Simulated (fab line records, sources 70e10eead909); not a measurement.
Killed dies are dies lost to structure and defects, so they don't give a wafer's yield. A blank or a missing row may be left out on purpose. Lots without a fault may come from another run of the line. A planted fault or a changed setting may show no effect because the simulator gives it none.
A sampling plan put to the test | flow nand_harc | one fab line, 27 faults that these records tell of, each judged on the records of the lots that it struck
The plan is the line's own looks: the steps of the route at which a gauge or an inspection reads the wafer and doesn't change it. A look can be judged if struck wafers have a number there and the file gives its usual mean and standard deviation on fault-free wafers. Caught: at a look after the fault's first step, the mean of the struck wafers lies 4 or more of those standard deviations (sigma) from the usual mean. On the tool: the same test on the tool's own readings at the fault's steps. Another recipe on the struck wafers, or a record that is blank for them alone, also counts as caught.

THE FAULTS, as the simulator had put them in
1. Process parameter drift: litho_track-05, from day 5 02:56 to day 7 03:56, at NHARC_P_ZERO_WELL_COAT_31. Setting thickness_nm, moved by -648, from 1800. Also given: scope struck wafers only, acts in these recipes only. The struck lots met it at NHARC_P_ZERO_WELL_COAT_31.
2. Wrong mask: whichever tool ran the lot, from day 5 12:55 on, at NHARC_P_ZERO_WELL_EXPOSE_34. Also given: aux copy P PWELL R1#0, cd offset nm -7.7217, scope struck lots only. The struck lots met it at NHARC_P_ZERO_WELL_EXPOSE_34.
3. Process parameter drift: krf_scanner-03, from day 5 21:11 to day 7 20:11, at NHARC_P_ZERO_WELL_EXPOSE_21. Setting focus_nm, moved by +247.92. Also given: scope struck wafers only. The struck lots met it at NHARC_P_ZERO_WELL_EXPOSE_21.
4. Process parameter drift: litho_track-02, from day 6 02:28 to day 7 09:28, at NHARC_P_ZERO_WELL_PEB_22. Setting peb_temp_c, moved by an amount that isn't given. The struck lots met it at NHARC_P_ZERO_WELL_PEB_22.
5. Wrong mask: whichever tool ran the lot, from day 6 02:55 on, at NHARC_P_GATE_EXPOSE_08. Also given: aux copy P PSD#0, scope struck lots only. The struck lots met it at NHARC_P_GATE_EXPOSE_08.
6. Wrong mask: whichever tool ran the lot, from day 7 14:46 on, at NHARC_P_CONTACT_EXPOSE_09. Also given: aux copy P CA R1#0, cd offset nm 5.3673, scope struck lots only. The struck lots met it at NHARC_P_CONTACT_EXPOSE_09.
7. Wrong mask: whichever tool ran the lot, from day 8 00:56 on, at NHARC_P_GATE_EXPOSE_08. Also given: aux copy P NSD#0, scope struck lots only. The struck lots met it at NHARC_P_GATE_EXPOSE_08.
8. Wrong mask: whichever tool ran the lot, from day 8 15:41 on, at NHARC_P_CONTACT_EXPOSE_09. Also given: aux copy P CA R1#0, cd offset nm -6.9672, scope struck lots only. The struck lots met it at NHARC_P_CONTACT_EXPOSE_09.
9. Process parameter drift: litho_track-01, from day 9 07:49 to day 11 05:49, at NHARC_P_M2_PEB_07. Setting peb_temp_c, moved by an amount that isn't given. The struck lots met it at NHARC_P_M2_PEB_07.
10. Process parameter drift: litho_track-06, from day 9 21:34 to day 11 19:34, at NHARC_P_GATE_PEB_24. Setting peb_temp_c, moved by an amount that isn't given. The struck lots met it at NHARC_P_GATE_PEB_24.
11. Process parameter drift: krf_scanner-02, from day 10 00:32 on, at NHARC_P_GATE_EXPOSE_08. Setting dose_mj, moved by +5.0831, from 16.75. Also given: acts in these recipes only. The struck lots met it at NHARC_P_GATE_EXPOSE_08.
12. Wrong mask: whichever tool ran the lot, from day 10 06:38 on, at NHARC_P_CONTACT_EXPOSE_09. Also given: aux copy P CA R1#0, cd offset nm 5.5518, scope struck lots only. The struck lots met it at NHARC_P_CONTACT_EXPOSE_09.
13. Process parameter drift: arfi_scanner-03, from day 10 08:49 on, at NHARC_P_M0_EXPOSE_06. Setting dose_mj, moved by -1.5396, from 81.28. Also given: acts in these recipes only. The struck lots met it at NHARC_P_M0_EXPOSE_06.
14. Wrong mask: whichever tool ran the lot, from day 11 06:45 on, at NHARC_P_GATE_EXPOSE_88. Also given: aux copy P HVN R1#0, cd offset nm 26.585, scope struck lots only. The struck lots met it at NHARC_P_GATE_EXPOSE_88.
15. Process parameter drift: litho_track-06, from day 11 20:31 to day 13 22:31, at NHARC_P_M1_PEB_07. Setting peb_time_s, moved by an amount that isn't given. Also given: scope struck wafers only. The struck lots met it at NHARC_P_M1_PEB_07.
16. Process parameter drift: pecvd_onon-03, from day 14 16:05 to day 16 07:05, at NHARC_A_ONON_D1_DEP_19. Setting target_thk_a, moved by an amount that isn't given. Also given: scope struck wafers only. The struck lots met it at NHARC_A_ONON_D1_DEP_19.
17. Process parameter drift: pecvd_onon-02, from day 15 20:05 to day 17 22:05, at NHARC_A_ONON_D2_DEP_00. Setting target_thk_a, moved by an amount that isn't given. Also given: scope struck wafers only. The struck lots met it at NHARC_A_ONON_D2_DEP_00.
18. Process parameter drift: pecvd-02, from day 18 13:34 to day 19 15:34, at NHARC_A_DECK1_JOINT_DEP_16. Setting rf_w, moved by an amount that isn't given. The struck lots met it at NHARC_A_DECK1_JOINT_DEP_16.
19. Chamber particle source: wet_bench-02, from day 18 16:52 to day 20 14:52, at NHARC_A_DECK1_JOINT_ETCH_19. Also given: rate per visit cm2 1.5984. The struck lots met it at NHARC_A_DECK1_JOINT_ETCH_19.
20. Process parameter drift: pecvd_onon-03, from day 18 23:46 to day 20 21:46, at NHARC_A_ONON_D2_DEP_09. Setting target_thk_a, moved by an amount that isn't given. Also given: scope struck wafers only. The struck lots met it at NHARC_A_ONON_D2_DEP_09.
21. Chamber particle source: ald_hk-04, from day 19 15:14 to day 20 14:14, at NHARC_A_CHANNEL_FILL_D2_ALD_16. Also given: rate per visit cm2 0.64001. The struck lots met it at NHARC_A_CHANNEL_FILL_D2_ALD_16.
22. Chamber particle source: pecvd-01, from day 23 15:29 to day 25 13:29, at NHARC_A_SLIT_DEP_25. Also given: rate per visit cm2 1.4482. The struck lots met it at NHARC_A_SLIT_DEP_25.
23. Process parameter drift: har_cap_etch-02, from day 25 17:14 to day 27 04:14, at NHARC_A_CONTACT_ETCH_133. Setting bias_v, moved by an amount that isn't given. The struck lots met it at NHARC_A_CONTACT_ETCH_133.
24. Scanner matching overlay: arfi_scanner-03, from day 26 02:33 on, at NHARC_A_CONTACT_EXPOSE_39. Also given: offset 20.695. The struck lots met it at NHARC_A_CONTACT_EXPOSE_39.
25. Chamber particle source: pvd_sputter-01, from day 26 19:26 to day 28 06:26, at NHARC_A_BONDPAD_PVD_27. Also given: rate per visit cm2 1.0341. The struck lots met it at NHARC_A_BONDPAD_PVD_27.
26. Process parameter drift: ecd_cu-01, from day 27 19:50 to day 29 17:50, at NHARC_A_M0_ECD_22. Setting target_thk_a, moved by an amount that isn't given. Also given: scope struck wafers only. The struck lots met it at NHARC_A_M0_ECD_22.
27. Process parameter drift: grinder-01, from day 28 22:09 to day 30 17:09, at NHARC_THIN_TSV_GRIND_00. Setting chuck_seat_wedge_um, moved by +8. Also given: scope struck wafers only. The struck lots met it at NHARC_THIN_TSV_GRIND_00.

WHAT THE PLAN SAW
fault | on the tool itself                       | first look that catches it                      | reading, sigma                                            | median hours from its first step to that look | hours from the fault's start to the first struck lot there | judged looks passed uncaught
1     | no reading that can be judged            | none of the 3 looks that can be judged after it | -                                                         | -                                             | -                                                          | 3
2     | under 2 sigma                            | NHARC_P_ZERO_WELL_CD_MEAS_37                    | cd_nm -4.5                                                | 0.2                                           | 5                                                          | 0
3     | no reading that can be judged            | NHARC_P_ZERO_WELL_CD_MEAS_24                    | cd_nm +6.1                                                | 0.1                                           | 5                                                          | 0
4     | plate_temp_C -32 sigma                   | NHARC_P_ZERO_WELL_CD_MEAS_24                    | cd_nm -5.9                                                | 0.1                                           | 10                                                         | 0
5     | under 2 sigma                            | no look after it can be judged                  | -                                                         | -                                             | -                                                          | 0
6     | no reading that can be judged            | NHARC_P_CONTACT_CD_MEAS_12                      | cd_nm +10                                                 | 0.1                                           | 4                                                          | 0
7     | under 2 sigma                            | no look after it can be judged                  | -                                                         | -                                             | -                                                          | 0
8     | under 2 sigma                            | NHARC_P_CONTACT_CD_MEAS_12                      | cd_nm -10                                                 | 0.1                                           | 8                                                          | 0
9     | plate_temp_C +14 sigma                   | NHARC_P_M2_CD_MEAS_09                           | cd_nm +7.8                                                | 0.1                                           | 12                                                         | 0
10    | plate_temp_C +46 sigma                   | NHARC_P_GATE_CD_MEAS_26                         | cd_nm -26                                                 | 0.1                                           | 9                                                          | 0
11    | exposure_dose_mJ_cm2 +99 or beyond sigma | not the one look that can be judged after it    | strongest: cd_nm at NHARC_P_GATE_CD_MEAS_11, +2.5         | -                                             | -                                                          | 1
12    | under 2 sigma                            | NHARC_P_CONTACT_CD_MEAS_12                      | cd_nm +8.6                                                | 0.1                                           | 2                                                          | 0
13    | under 2 sigma                            | none of the 4 looks that can be judged after it | -                                                         | -                                             | -                                                          | 4
14    | under 2 sigma                            | NHARC_P_GATE_CD_MEAS_91                         | cd_nm +12                                                 | 0.2                                           | 9                                                          | 0
15    | heater_power_total_W +44 sigma           | NHARC_P_M1_CD_MEAS_09                           | cd_nm -7.8                                                | 0.1                                           | 9                                                          | 0
16    | no reading that can be judged            | NHARC_A_ONON_D1_THK_MEAS_21                     | thk_nm -49                                                | 0.4                                           | 26                                                         | 0
17    | under 2 sigma                            | NHARC_A_ONON_D2_THK_MEAS_02                     | thk_nm -36                                                | 0.5                                           | 4                                                          | 0
18    | rf_fwd_power_W -36 sigma                 | none of the 2 looks that can be judged after it | strongest: killed_at_periphery at NHARC_END_SORT_01, +2.3 | -                                             | -                                                          | 2
19    | under 2 sigma                            | NHARC_END_SORT_01                               | killed_at_array +4.3                                      | 315.5                                         | 357                                                        | 2
20    | no reading that can be judged            | NHARC_A_ONON_D2_THK_MEAS_11                     | thk_nm +45                                                | 0.3                                           | 9                                                          | 0
21    | under 2 sigma                            | not the one look that can be judged after it    | strongest: killed_dies at NHARC_END_SORT_01, +3.2         | -                                             | -                                                          | 1
22    | under 2 sigma                            | none of the 3 looks that can be judged after it | strongest: killed_dies at NHARC_END_SORT_01, +3.6         | -                                             | -                                                          | 3
23    | no reading that can be judged            | not the one look that can be judged after it    | strongest: cd_nm at NHARC_A_CONTACT_CD_MEAS_80, -3.7      | -                                             | -                                                          | 1
24    | under 2 sigma                            | NHARC_A_CONTACT_OVL_MEAS_43                     | overlay_x_nm +31                                          | 0.2                                           | 3                                                          | 0
25    | under 2 sigma                            | NHARC_END_SORT_01                               | sort_bin_3_pct +7.8                                       | 32.5                                          | 34                                                         | 0
26    | under 2 sigma                            | no look after it can be judged                  | -                                                         | -                                             | -                                                          | 0
27    | under 2 sigma                            | NHARC_THIN_TSV_THK_MEAS_02                      | thk_nm -14                                                | 1.5                                           | 10                                                         | 0
A dash: the fault isn't caught, or these records don't give the number.

Caught at a look: 17 of 27. Caught on the tool: 6 of 27. By one or the other: 19 of 27.
Caught on the tool alone: faults 11, 18.
Caught at a look alone: faults 2, 3, 6, 8, 12, 14, 16, 17, 19, 20, 24, 25, 27.
Caught by neither: faults 1, 5, 7, 13, 21, 22, 23, 26.

THINNER SAMPLING
If the look that catches a fault measured only every second or every third lot, by lot number, the first struck lot would be measured this late in the worst case:
fault | struck lots at that look, in order of time | every lot | every second lot | every third lot
2     | L772                                       | 5 h       | may miss it      | may miss it
3     | L953, L956                                 | 5 h       | 36 h             | may miss all 2
4     | L784, L785                                 | 10 h      | 20 h             | may miss all 2
6     | L310                                       | 4 h       | may miss it      | may miss it
8     | L594                                       | 8 h       | may miss it      | may miss it
9     | L726, L728                                 | 12 h      | may miss all 2   | may miss all 2
10    | L589, L590                                 | 9 h       | 27 h             | may miss all 2
12    | L943                                       | 2 h       | may miss it      | may miss it
14    | L834                                       | 9 h       | may miss it      | may miss it
15    | L143, L145                                 | 9 h       | may miss all 2   | may miss all 2
16    | L392, L393                                 | 26 h      | 33 h             | may miss all 2
17    | L223                                       | 4 h       | may miss it      | may miss it
19    | L987                                       | 357 h     | may miss it      | may miss it
20    | L206, L208                                 | 9 h       | may miss all 2   | may miss all 2
24    | L696, L699                                 | 3 h       | 38 h             | may miss all 2
25    | L291, L294                                 | 34 h      | 54 h             | may miss all 2
27    | L203, L202                                 | 10 h      | 24 h             | may miss all 2
Hours are from the fault's start to the first struck lot that is measured. The limit of 4 sigma was tested on all struck wafers together, so one lot alone may lie under it. Other struck lots may not be in these records.

THE LONGEST TIMED WAY FROM STEP TO LOOK
Fault 19: a median of 315.5 hours passes between NHARC_A_DECK1_JOINT_ETCH_19 and NHARC_END_SORT_01. The looks between them that can be judged stayed within 4 sigma: NHARC_THIN_TSV_CD_MEAS_12, NHARC_THIN_TSV_CD_MEAS_37.
